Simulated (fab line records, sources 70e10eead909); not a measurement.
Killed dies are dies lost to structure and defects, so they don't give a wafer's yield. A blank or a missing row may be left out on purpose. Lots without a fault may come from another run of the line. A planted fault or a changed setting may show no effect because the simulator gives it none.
A struck lot beside a sound one | flow nand_harc | 21 steps out of a route of 1302
Sound: wafers L994.3, L994.4, L994.6. Struck: wafers L112.2, L112.3, L112.6. The cause comes at the end.
At each step with rows: each side's tool, then ch and its chambers, then its first start. Under that, the readings that differ: sound wafers | struck wafers | difference of the means | sigmas: that difference in standard deviations of wafers without a fault.
alike: readings whose means differ by less than 2 such deviations, and words and numbers that are the same on both sides. not compared: withheld readings, readings that some wafer has no value for, bounds like >300 that may hide the same value, and numbers for which the record gives no deviation and whose values overlap.
The two part at a step that has a row with sigmas, a row that says differs or no value, or rows on one side only. Numbers that don't overlap but have no deviation are shown without sigmas and don't part them. A reading that every wafer of one side lacks parts them only if that side has two wafers or more.

NHARC_A_BLC_CVD_24: deposits W, target thk 150 nm, time 434 s.
  sound on cvd_w-01 ch 0,1; struck on cvd_w-01 ch 1
  reading                | sound          | struck         | difference | sigmas
  throttle_valve_pct (%) | 8.45 7.48 7.60 | 8.66 8.42 8.50 | +0.68      | +2
  alike: heater_power_outer_w, heater_power_w
NHARC_A_BLC_CMP_25: polishes, t overpolish 30 s, target thk 150 nm.
  sound on cmp-02 ch 0,1,2, day 22 16:59; struck on cmp-03 ch 0,1, day 29 20:56
  alike: motor_current_A, overpolish_run_s, time_to_endpoint_s
then, 1 step without rows for these wafers: NHARC_A_BLC_SRD_27.
NHARC_A_BLC_INSPECT_28:
  sound on defect_inspect-01, day 22 17:25; struck on defect_inspect-01, day 29 21:19
  alike: raw_defect_count
then, 7 steps without rows for these wafers: NHARC_A_M0_DEP_00 (deposits SiOC, target thk 150 nm); NHARC_A_M0_DEHYDRATE_01 (time 120 s); NHARC_A_M0_HMDS_02 (time 30 s); NHARC_A_M0_COAT_33 (time 65 s); NHARC_A_M0_COAT_03 (resist thk 90 nm); NHARC_A_M0_SOFTBAKE_04 (time 55 s); NHARC_A_M0_EBR_05.
NHARC_A_M0_EXPOSE_06: exposes mask A M0, target cd 80 nm.
  sound on arfi_scanner-02 ch 0, day 22 18:11; struck on arfi_scanner-02 ch 0, day 29 21:57
  reading              | sound          | struck            | difference | sigmas
  exposure_dose_mJ_cm2 | 83.3 83.1 83.2 | 129.4 129.5 129.5 | +46.3      | +67
  alike: mask
then, 2 steps without rows for these wafers: NHARC_A_M0_PEB_07 (peb time 65 s); NHARC_A_M0_DEVELOP_08 (develop time 35 s).
NHARC_A_M0_CD_MEAS_09: target cd 80 nm.
  sound on cd_sem-01 ch 0, day 22 18:19; struck on cd_sem-01 ch 0, day 29 22:05
  reading    | sound          | struck            | difference | sigmas
  cd_nm (nm) | 80.3 78.9 80.6 | 108.8 109.8 110.0 | +29.6      | +38
NHARC_A_M0_OVL_MEAS_10: pitch 160 nm.
  sound on overlay-02, day 22 18:24; struck on overlay-01, day 29 22:11
  reading           | sound       | struck         | difference | sigmas
  overlay_y_nm (nm) | 0.7 0.8 0.4 | -1.5 -1.7 -1.3 | -2.1       | -3
  alike: overlay_x_nm
NHARC_A_M0_INSPECT_11:
  sound on defect_inspect-01, day 22 18:26; struck on defect_inspect-02, day 29 22:13
  alike: raw_defect_count
NHARC_A_M0_DESCUM_14: chemistry O2, time 3 s.
  sound on rie_diel-05 ch 1,2,3, day 22 18:31; struck on rie_diel-05 ch 1,2,3, day 29 22:17
  reading               | sound            | struck            | difference | sigmas
  model.A_M0.cd_nm (nm) | 80.47 79.7 80.37 | 108.8 110.7 109.6 | +29.5      |
  alike: drypump_motor_current_A, o2_flow_sccm, oes_product_au, rf_vpp_V, showerhead_plenum_p_Torr, throttle_valve_pct
  not compared: rf_hours_counter_h
NHARC_A_M0_ETCH_34: etches the open film in N2/H2, target depth 40 nm, overetch 12 nm, time 43.94 s.
  sound on rie_diel-05 ch 0,1,3, day 22 18:35; struck on rie_diel-05 ch 0,2, day 29 22:22
  alike: drypump_motor_current_A, h2_flow_sccm, oes_product_au, rf_vpp_V, showerhead_plenum_p_Torr, throttle_valve_pct
  not compared: rf_hours_counter_h
NHARC_A_M0_ETCH_15: etches the open film in C4F8/Ar, target depth 150 nm, overetch 15 nm, time 82.5 s.
  sound on rie_diel-05 ch 1,2,3; struck on rie_diel-05 ch 0,2,3
  reading               | sound            | struck            | difference | sigmas
  model.A_M0.cd_nm (nm) | 80.61 79.59 79.7 | 108.3 110.7 109.3 | +29.5      |
  alike: oes_product_au, rf_vpp_V
  not compared: rf_hours_counter_h
NHARC_A_M0_CD_MEAS_16:
  sound on cd_sem-01, day 22 18:49; struck on cd_sem-01, day 29 22:35
  reading    | sound          | struck            | difference | sigmas
  cd_nm (nm) | 80.7 79.6 79.9 | 108.1 110.5 109.4 | +29.3      | +27

WHERE THEY PART
First at NHARC_A_BLC_CVD_24; last, within this record, at NHARC_A_M0_CD_MEAS_16.

WHY: what the simulator had put in
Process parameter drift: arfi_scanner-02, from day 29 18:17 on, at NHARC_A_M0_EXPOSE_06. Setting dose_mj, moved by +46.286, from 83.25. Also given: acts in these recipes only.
